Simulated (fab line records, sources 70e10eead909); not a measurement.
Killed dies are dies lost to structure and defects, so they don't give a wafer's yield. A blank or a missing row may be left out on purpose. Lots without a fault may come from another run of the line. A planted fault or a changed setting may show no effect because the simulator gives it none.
Chamber matching | flow nand_harc | NHARC_A_CHANNEL_FILL_D1_ETCHBACK_19 on rie_si-06: 4 sister chambers
The step etches the open film in HBr/Cl2, target depth 5 nm, time 1.7 s. 24 wafers are shown with their chamber, then 12 later ones without.

WAFERS WITH THEIR CHAMBER
wafer  | chamber | oes_product_au (a.u.) | hbr_flow_sccm (sccm) | throttle_valve_pct (%)
L074.1 | 2       | 0.988                 | 149.9                | 26.379
L074.5 | 1       | 0.993                 | 149.0                | 26.413
L074.6 | 2       | 0.997                 | 150.7                | 26.402
L079.2 | 2       | 0.996                 | 150.7                | 26.412
L079.3 | 3       | 1.011                 | 150.4                | 26.419
L079.6 | 2       | 1.002                 | 150.7                | 26.406
L076.1 | 3       | 1.011                 | 149.7                | 26.403
L076.3 | 0       | 0.990                 | 149.8                | 26.412
L076.5 | 0       | 0.986                 | 150.2                | 26.409
L078.3 | 2       | 0.993                 | 150.3                | 26.396
L078.4 | 0       | 0.983                 | 149.5                | 26.420
L078.6 | 3       | 1.010                 | 150.1                | 26.400
L080.2 | 1       | 0.987                 | 149.3                | 26.407
L080.3 | 0       | 0.991                 | 150.5                | 26.402
L080.4 | 2       | 0.986                 | 149.6                | 26.392
L082.1 | 0       | 0.983                 | 150.0                | 26.390
L082.2 | 2       | 0.996                 | 150.0                | 26.402
L082.5 | 2       | 0.997                 | 150.0                | 26.412
L088.1 | 2       | 0.996                 | 150.0                | 26.414
L088.2 | 0       | 1.006                 | 151.1                | 26.402
L088.4 | 3       | 1.004                 | 150.2                | 26.413
L087.1 | 2       | 0.986                 | 149.4                | 26.415
L087.2 | 3       | 1.003                 | 149.5                | 26.414
L087.3 | 0       | 1.000                 | 150.3                | 26.412

SIGNATURES (means of the wafers above)
reading            | chamber 0 | chamber 1 | chamber 2 | chamber 3 | scatter within a chamber
oes_product_au     | 0.99129   | 0.99000   | 0.99370   | 1.00780   | 0.00632
hbr_flow_sccm      | 150.200   | 149.150   | 150.130   | 149.980   | 0.454
throttle_valve_pct | 26.40671  | 26.41000  | 26.40300  | 26.40980  | 0.01
Rule: a wafer's distance from a chamber is the root of the sum, over the readings, of the square of ((its reading less the chamber's mean) divided by the reading's scatter). The wafer belongs to the nearest chamber; if the next one is less than 2 further off, it can't be placed. The scatter: the root of (the sum of the squares of (reading less its chamber's mean) over the shown wafers, divided by (wafers less chambers)).

WAFERS WITHOUT THEIR CHAMBER
wafer  | oes_product_au (a.u.) | hbr_flow_sccm (sccm) | throttle_valve_pct (%)
L090.1 | 1.009                 | 149.6                | 26.416
L090.3 | 0.987                 | 149.9                | 26.404
L090.5 | 1.011                 | 150.0                | 26.422
L092.1 | 1.006                 | 149.5                | 26.402
L092.3 | 0.994                 | 149.9                | 26.393
L092.4 | 0.987                 | 149.7                | 26.403
L093.1 | 0.983                 | 149.3                | 26.412
L093.3 | 1.003                 | 150.4                | 26.411
L093.4 | 0.997                 | 150.3                | 26.394
L095.3 | 0.989                 | 150.0                | 26.398
L095.5 | 1.002                 | 149.5                | 26.404
L095.6 | 0.993                 | 149.6                | 26.415

WHICH CHAMBER EACH WENT THROUGH
wafer  | from the rows above               | in truth
L090.1 | can't be placed: 3 or 2           | 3
L090.3 | can't be placed: 0 or 2 or 1      | 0
L090.5 | 3                                 | 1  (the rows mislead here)
L092.1 | can't be placed: 3 or 2 or 1 or 0 | 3
L092.3 | can't be placed: 2 or 0 or 1 or 3 | 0
L092.4 | can't be placed: 0 or 2 or 1      | 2
L093.1 | can't be placed: 1 or 0 or 2      | 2
L093.3 | can't be placed: 3 or 2 or 0      | 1
L093.4 | can't be placed: 2 or 0 or 3      | 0
L095.3 | can't be placed: 2 or 0 or 1      | 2
L095.5 | can't be placed: 3 or 2 or 1 or 0 | 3
L095.6 | can't be placed: 1 or 0 or 2 or 3 | 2
Placed correctly: 0 of 12. Can't be placed from these rows: 11 (the true chamber is among the candidates in 10). Placed wrongly: 1.
